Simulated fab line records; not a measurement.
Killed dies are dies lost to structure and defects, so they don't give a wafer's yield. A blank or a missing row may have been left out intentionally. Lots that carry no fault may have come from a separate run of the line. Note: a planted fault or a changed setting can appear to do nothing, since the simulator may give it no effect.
Code-filled problem report in 8D (eight disciplines) form -- flow nand_harc -- the parts of the form that need people (team, actions taken, sign-off) are left out

1. WHAT IS WRONG
cd_nm at NHARC_P_M0_CD_MEAS_09 reads a mean of 82.5 nm on 1 wafer of 1 lot; wafers without a fault read 89.8 nm with a standard deviation of 0.48. That is -15 standard deviations from the usual mean.
The step: target cd 90 nm.
Earliest sighting: wafer L564.5 on cd_sem-03 at day 14 03:38. Wafers with a number at this step in the record: 33, from 11 lots. By rule, "out" or "out of limits" means more than 4 standard deviations away from the usual mean. The rest of the wafers with a number are treated as sound.

2. WHAT IT IS AND WHAT IT IS NOT
question,is,is not
which readings at this step,cd_nm,-
which lots,L564,"L545, L546, L547, L548, L549, L554, L555, L556, L559, L567"
which wafers of those lots,L564.5,"L564.2, L564.3"
read on which gauges,cd_sem-03,"cd_sem-01, cd_sem-02"
when,from day 14 03:38,up to then (29 sound wafers); but 3 sound wafers of L567 came after

3. WHAT RULES OUT EACH SUSPECT
Counting: a tool at a process step up to the reading stays a suspect if it ran every lot that is out. Sound lots after the first of them don't rule it out here, since some wafers of a struck lot are sound.
- the gauge at NHARC_P_M0_CD_MEAS_09 has been ruled out. All the wafers that are out were read on cd_sem-03, but those of them that NHARC_P_M0_PEB_07 has rows for are out there too, on other tools.
- rie_diel-05 at NHARC_P_CONTACT_ETCH_36 (etches the open film in N2/H2, target depth 260 nm, time 406.25 s): kept. It processed L564, the lot that is out, at day 14 03:33, and its most recent sound lot before then was L555 at day 10 07:20. NHARC_P_CONTACT_ETCH_36: start missing for some lots; hours and lot order therefore follow NHARC_P_M0_PEB_07.
- cvd_w-01 at NHARC_P_CONTACT_CVD_23 (deposits W, target thk 200 nm, time 557 s): kept. It processed L564, the lot that is out, at day 14 03:33, and its most recent sound lot before then was L556 at day 10 20:56. NHARC_P_CONTACT_CVD_23: start missing for some lots; hours and lot order therefore follow NHARC_P_M0_PEB_07.
- litho_track-06 at NHARC_P_M0_PEB_07 (peb time 65 s): kept. It processed L564, the lot that is out, at day 14 03:33, and its most recent sound lot before then was L556 at day 10 20:56. On those wafers its own readings are out: heater_power_total_W.
rie_diel-05 at NHARC_P_CONTACT_ETCH_36, cvd_w-01 at NHARC_P_CONTACT_CVD_23 and litho_track-06 at NHARC_P_M0_PEB_07 are what is left after counting.

4. THE CAUSE (what the simulator had put in)
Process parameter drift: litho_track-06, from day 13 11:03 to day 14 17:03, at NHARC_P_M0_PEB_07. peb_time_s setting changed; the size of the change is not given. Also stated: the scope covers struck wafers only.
Of the 3 suspects that counting leaves, this tool is one.

5. THE CHAIN OF EFFECTS, in route order
Rows list readings where the struck wafers' mean (over those with a number) sits beyond 3 standard deviations from the usual. Readings are gone through only where the record gives a usual standard deviation; hours: the median, over the lots, of the time from a lot's start at the first step in this table giving one to that lot's start at this step; sigmas: the change measured in usual standard deviations.
hours,step,reading,usual,on struck wafers,change,sigmas
0,NHARC_P_M0_PEB_07,heater_power_total_W,156.6 W,174.7,+18.1,+43
0,NHARC_P_M0_CD_MEAS_09,cd_nm,89.8 nm,82.5,-7.3,-15
The process steps in it:
- NHARC_P_M0_PEB_07: peb time 65 s.
At these later measuring or inspecting steps, every struck wafer for which the step has a row has a number for every such reading, and none has moved that far: NHARC_END_SORT_01.

6. WHAT WOULD HAVE CAUGHT IT SOONER
The first out-of-limits reading at a measuring or inspecting step in this record came at day 14 03:38, 17 hours after the fault's start at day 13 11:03.
The tool's own readings at NHARC_P_M0_PEB_07 were out on every struck wafer that the step has a row for (heater_power_total_W): an alarm limit on them would have fired on the first of those.
Each of the lots that are out, 1 in all, had begun NHARC_P_M0_PEB_07 on litho_track-06 no later than day 14 03:38. Had the tool been put on hold then, not one of them would have been saved.
